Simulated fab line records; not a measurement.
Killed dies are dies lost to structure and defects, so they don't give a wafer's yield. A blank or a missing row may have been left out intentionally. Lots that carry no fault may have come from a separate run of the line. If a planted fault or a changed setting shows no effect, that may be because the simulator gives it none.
Problem report in the 8D (eight disciplines) form, filled by code ; flow n5_finfet ; the parts of the form that need people (team, actions taken, sign-off) are left out

## 1. WHAT WENT WRONG
At N5_BEOL_M5_ETCH_62, rf_fwd_power_W averages 1038.0 W over 4 wafers from 3 lots, while fault-free wafers read 836.1 W, standard deviation 2.9. That puts it +70 standard deviations away from the usual mean.
The step: etches SOC in N2/H2, target depth 75 nm, overetch 15 nm, time 112.5 s.
First seen on wafer L870.3, day 11 10:53, on rie_diel-04. The record has a number at this step for 33 wafers belonging to 11 lots. By rule, "out" or "out of limits" means more than 4 standard deviations away from the usual mean. Any other wafer with a number is counted as sound.

## 2. WHAT IT IS; WHAT IT IS NOT
question;is;is not
which readings at this step;rf_fwd_power_W, rf_vpp_V;drypump_motor_current_A, oes_product_au, showerhead_plenum_p_Torr, throttle_valve_pct
which lots;L870, L873, L875;L860, L861, L863, L872, L877, L878, L879, L881
which wafers of those lots;L870.3, L873.1, L873.5, L875.5;L870.1, L870.2, L873.4, L875.3, L875.4
read on which tools;rie_diel-04;rie_diel-01, rie_diel-05
when;from day 11 10:53;"up to then (11 sound wafers); but 18 sound wafers of L872, L873, L875, L877, L878, L879, L881 came after"

## 3. SUSPECTS, AND WHAT RULES EACH OUT
Counting: a tool at a process step up to the reading stays a suspect if it ran every lot that is out. Sound lots after the first of them don't rule it out here, since some wafers of a struck lot are sound.
- rie_diel-04 at N5_BEOL_M5_ETCH_62 (etches SOC in N2/H2, target depth 75 nm, overetch 15 nm, time 112.5 s): kept. Ran every lot that is out, first one L870 (day 11 10:53); last sound lot up to then L863 (day 9 04:53). Its own rf_fwd_power_W, rf_vpp_V readings are out on those wafers.
- In rie_diel-04 at N5_BEOL_M5_ETCH_62, the wafers that are out were processed in chamber 1 and their sound lot-mates in chambers 0, 2, 3.
Remaining after the count: rie_diel-04 at N5_BEOL_M5_ETCH_62.

## 4. THE CAUSE (what the simulator had put in)
rie_diel-04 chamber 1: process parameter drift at N5_BEOL_M5_ETCH_62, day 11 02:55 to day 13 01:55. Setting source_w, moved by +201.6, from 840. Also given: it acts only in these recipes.
The count eliminated every tool but this one.

## 5. SEQUENCE OF EFFECTS, ordered by route
Rows list readings where the struck wafers' mean (over those with a number) sits beyond 3 standard deviations from the usual. Only readings whose record carries a usual standard deviation are examined. hours: median over the lots of the time between each lot's start at the first step of this table that gives one and its start at this step. sigmas: the change, counted in usual standard deviations.
hours;step;reading;usual;on struck wafers;change;sigmas
0;N5_BEOL_M5_ETCH_62;rf_fwd_power_W;836.1 W;1038.0;+201.9;+70
0;N5_BEOL_M5_ETCH_62;rf_vpp_V;524.6 V;491.8;-32.8;-12
It contains these process steps:
- N5_BEOL_M5_ETCH_62: etches SOC in N2/H2, target depth 75 nm, overetch 15 nm, time 112.5 s.

## 6. HOW IT WOULD HAVE BEEN CAUGHT EARLIER
8 hours passed between the start of the fault at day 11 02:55 and the first reading out of limits in this record, taken at day 11 10:53.
